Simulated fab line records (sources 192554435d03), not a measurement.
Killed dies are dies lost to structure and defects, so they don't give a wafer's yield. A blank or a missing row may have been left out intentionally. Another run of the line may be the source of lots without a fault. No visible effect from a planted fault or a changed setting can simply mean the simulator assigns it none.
3 desks looking at one fault ; flow n5 finfet ; only its own numbers are on each desk; what lay behind them is given at the end

FROM THE METROLOGY DESK
Means of the sampled wafers that have a number, per lot and without regard to the tool the lot ran on: this is what the gauges read. If a lot's mean is further than 4 standard deviations from the usual mean, the lot is out of limits and carries the mark OUT (the distance appears in the brackets).
Columns: A = cd nm at N5_MIM_BOT_LITHO_CD_MEAS_08, usual 2999.4 nm; B = MIM_BOT_OVL at N5_MIM_BOT_LITHO_OVL_MEAS_11, usual 3 nm
lot;first seen here;A;B
L259;day 12 12:39;2997.6;6
L260;day 13 05:00;2999.7;3
L266;day 14 12:59;2999.9;4
L263;day 15 17:19;2997.3;2
L269;day 15 22:06;3002.1;0
L274;day 16 18:22;2998.1;9
L277;day 17 07:58;2998.2;-1
This desk's verdict: no lot among the 7 shows anything out of limits.

THE DEFECT DESK
Counts from the inspections along the route, per lot, as means over the sampled wafers that have a number. If a lot's mean is further than 4 standard deviations from the usual mean, the lot is out of limits and carries the mark OUT (the distance appears in the brackets).
Columns: A = raw defect count at N5_MIM_BOT_LITHO_INSPECT_12, usual 2.1
lot;first seen here;A
L259;day 12 12:42;2.7
L260;day 13 05:03;2.7
L266;day 14 13:02;1.5
L263;day 15 17:22;3.0
L269;day 15 22:09;3.5
L274;day 16 18:25;1.3
L277;day 17 08:01;2.0
This desk's verdict: no lot among the 7 shows anything out of limits.

DESK OF THE TOOL OWNER: rie metal-02
The tool's own readings at N5_MIM_BOT_ETCH_ETCH_03 (etches the open film in Cl2/BCl3, target depth 12 nm): means of the sampled wafers that have a number, for each lot that ran on this tool. If a lot's mean is further than 4 standard deviations from the usual mean, the lot is out of limits and carries the mark OUT (the distance appears in the brackets).
Columns: A = bias w at N5_MIM_BOT_ETCH_ETCH_03, usual 100.0 W; B = chamber pressure mTorr at N5_MIM_BOT_ETCH_ETCH_03, usual 8.000 mTorr; C = drypump motor current A at N5_MIM_BOT_ETCH_ETCH_03, usual 5.7 A; D = he backside leak sccm at N5_MIM_BOT_ETCH_ETCH_03, usual 3.4 sccm; E = oes product au at N5_MIM_BOT_ETCH_ETCH_03, usual 0.76 a.u.; F = throttle valve pct at N5_MIM_BOT_ETCH_ETCH_03, usual 27.38 %
lot;first seen here;A;B;C;D;E;F
L260;day 13 05:14;99.7;8.001;5.6;3.7;0.66;27.19
L266;day 14 13:13;99.8;8.000;6.5;3.5;0.80;27.18
L263;day 15 17:34;99.8;8.006;5.1;4.6;0.92;27.22
L269;day 15 22:21;99.5;8.003;6.5;3.1;1.17;27.32
This desk's verdict: no lot among the 4 shows anything out of limits.

BROUGHT TOGETHER
At the metrology desk, nothing out of limits was observed.
Nothing the defect desk looked at was out of limits.
The tool owner's desk saw nothing out of limits.

WHAT THE SIMULATOR HAD PUT IN
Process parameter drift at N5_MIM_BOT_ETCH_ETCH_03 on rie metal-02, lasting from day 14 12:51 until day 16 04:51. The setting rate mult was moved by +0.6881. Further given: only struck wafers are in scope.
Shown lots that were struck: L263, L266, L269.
